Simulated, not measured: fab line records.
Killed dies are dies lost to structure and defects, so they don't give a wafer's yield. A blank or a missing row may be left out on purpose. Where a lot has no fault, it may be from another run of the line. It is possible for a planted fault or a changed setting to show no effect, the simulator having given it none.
Chamber matching :: flow n5-finfet :: rie-diel-03 running N5_BEOL_M11_DESCUM_33: 4 sister chambers
The step chemistry O2, time 7.9 s. 8 wafers are shown with their chamber, then 7 later ones without.

## WAFERS, EACH WITH ITS CHAMBER
wafer: L079.4
chamber: 1
showerhead-plenum-p-Torr (Torr): 2.15
drypump-motor-current-A (A): 5.2

wafer: L079.5
chamber: 0
showerhead-plenum-p-Torr (Torr): 2.16
drypump-motor-current-A (A): 5.4

wafer: L079.6
chamber: 3
showerhead-plenum-p-Torr (Torr): 2.10
drypump-motor-current-A (A): 5.1

wafer: L081.2
chamber: 0
showerhead-plenum-p-Torr (Torr): 2.15
drypump-motor-current-A (A): 5.3

wafer: L081.4
chamber: 3
showerhead-plenum-p-Torr (Torr): 2.10
drypump-motor-current-A (A): 5.1

wafer: L081.6
chamber: 2
showerhead-plenum-p-Torr (Torr): 2.05
drypump-motor-current-A (A): 4.8

wafer: L086.1
chamber: 1
showerhead-plenum-p-Torr (Torr): 2.14
drypump-motor-current-A (A): 5.2

wafer: L086.3
chamber: 2
showerhead-plenum-p-Torr (Torr): 2.05
drypump-motor-current-A (A): 4.8

## WAFERS WHOSE CHAMBER IS MISSING
wafer: L086.4
showerhead-plenum-p-Torr (Torr): 2.15
drypump-motor-current-A (A): 5.3

wafer: L091.3
showerhead-plenum-p-Torr (Torr): 2.14
drypump-motor-current-A (A): 5.2

wafer: L091.4
showerhead-plenum-p-Torr (Torr): 2.04
drypump-motor-current-A (A): 4.8

wafer: L091.6
showerhead-plenum-p-Torr (Torr): 2.04
drypump-motor-current-A (A): 4.8

wafer: L096.1
showerhead-plenum-p-Torr (Torr): 2.14
drypump-motor-current-A (A): 5.2

wafer: L096.3
showerhead-plenum-p-Torr (Torr): 2.04
drypump-motor-current-A (A): 4.8

wafer: L096.5
showerhead-plenum-p-Torr (Torr): 2.09
drypump-motor-current-A (A): 5.1

## CHAMBER TAKEN BY EACH
wafer: L086.4
from the rows above: can't be placed: 0 or 1
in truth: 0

wafer: L091.3
from the rows above: 1
in truth: 1

wafer: L091.4
from the rows above: 2
in truth: 2

wafer: L091.6
from the rows above: 2
in truth: 2

wafer: L096.1
from the rows above: 1
in truth: 1

wafer: L096.3
from the rows above: 2
in truth: 2

wafer: L096.5
from the rows above: 3
in truth: 3
Correctly placed: 6 of 7. Can't be placed from these rows: 1 (the true chamber is among the candidates in 1). Wrongly placed: 0.
How it was worked out, from the rows above alone: a wafer's distance from a chamber is the root of the sum, over the readings, of the square of ((its reading less the chamber's mean) divided by the reading's scatter). If the next closest chamber is less than 2 further off than the closest, the wafer can't be placed; otherwise it belongs to the closest. The mean given for a chamber averages the wafers shown for that chamber. The scatter: take each reading less its chamber's mean, square it, sum over the shown wafers, divide by the number of wafers less the number of chambers, and take the root.
